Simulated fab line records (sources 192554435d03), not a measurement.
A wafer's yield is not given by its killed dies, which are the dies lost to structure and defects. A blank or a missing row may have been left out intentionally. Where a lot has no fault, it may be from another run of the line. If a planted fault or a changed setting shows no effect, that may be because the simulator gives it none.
One fault seen from 2 desks -- flow n5-finfet -- only its own numbers are on each desk; what lay behind them is given at the end

== AT THE TOOL OWNER'S DESK: ald-metal-03 ==
The tool's own readings at N5_BEOL_M4_ALD_84 (deposits TaN, pulse time 2 s, purge time 3 s, co reactant purge time 2 s): means of the sampled wafers that have a number, for each lot that ran on this tool. A lot is out of limits, marked OUT, if its mean lies more than 4 standard deviations from the usual mean; the brackets give that distance.
Columns: A = heater-power-w at N5_BEOL_M4_ALD_84, usual 415 W
lot,first seen here,A
L153,day 13 02:17,425
L155,day 14 04:11,411
This desk's finding: nothing out of limits on any of the 2 lots.

== FROM THE METROLOGY DESK ==
What the gauges read, lot by lot, whatever tool the lot ran on: means of the sampled wafers that have a number. A lot is out of limits, marked OUT, if its mean lies more than 4 standard deviations from the usual mean; the brackets give that distance. It has 12 readings; the 7 that lie furthest out on some lot are the ones shown.
Columns: A = COMB_M4_max_site at N5_BEOL_M4_RC_MEAS_101, usual 8e-11 S/m; B = DIBL_N at N5_BEOL_M4_RC_MEAS_101, usual 36.3 mV/V; C = IOFF_N at N5_BEOL_M4_RC_MEAS_101, usual 0.16 nA/um; D = IOFF_P at N5_BEOL_M4_RC_MEAS_101, usual 0.21 nA/um; E = ION_N at N5_BEOL_M4_RC_MEAS_101, usual 675 uA/um; F = ION_P at N5_BEOL_M4_RC_MEAS_101, usual 464 uA/um; G = VT_P at N5_BEOL_M4_RC_MEAS_101, usual -250 mV
lot,first seen here,A,B,C,D,E,F,G
L142,day 7 18:26,8e-11,37.9,0.20,0.28,692,475,-245
L143,day 8 05:31,9e-11,35.3,0.14,0.21,661,458,-249
L145,day 8 15:01,9e-11,36.0,0.17,0.23,687,470,-250
L162,day 13 01:41,8e-11,36.0,0.16,0.19,686,462,-254
L158,day 13 07:18,1e-10,37.2,0.17,0.23,692,477,-249
L153,day 13 07:37,1e-10,38.1,0.18,0.25,680,464,-249
L157,day 13 14:40,7e-11,34.8,0.13,0.17,670,458,-254
L160,day 13 19:43,1e-10,39.3,0.20,0.24,697,471,-247
L155,day 14 08:04,1e-10,37.3,0.17,0.22,674,466,-250
L164,day 14 12:35,8e-11,35.5,0.14,0.21,675,466,-249
This desk's finding: nothing out of limits on any of the 10 lots.

== ALL TOGETHER ==
The desk of the tool owner found nothing out of limits.
From the metrology desk's view, nothing was out of limits.

== WHAT THE SIMULATOR HAD PUT IN ==
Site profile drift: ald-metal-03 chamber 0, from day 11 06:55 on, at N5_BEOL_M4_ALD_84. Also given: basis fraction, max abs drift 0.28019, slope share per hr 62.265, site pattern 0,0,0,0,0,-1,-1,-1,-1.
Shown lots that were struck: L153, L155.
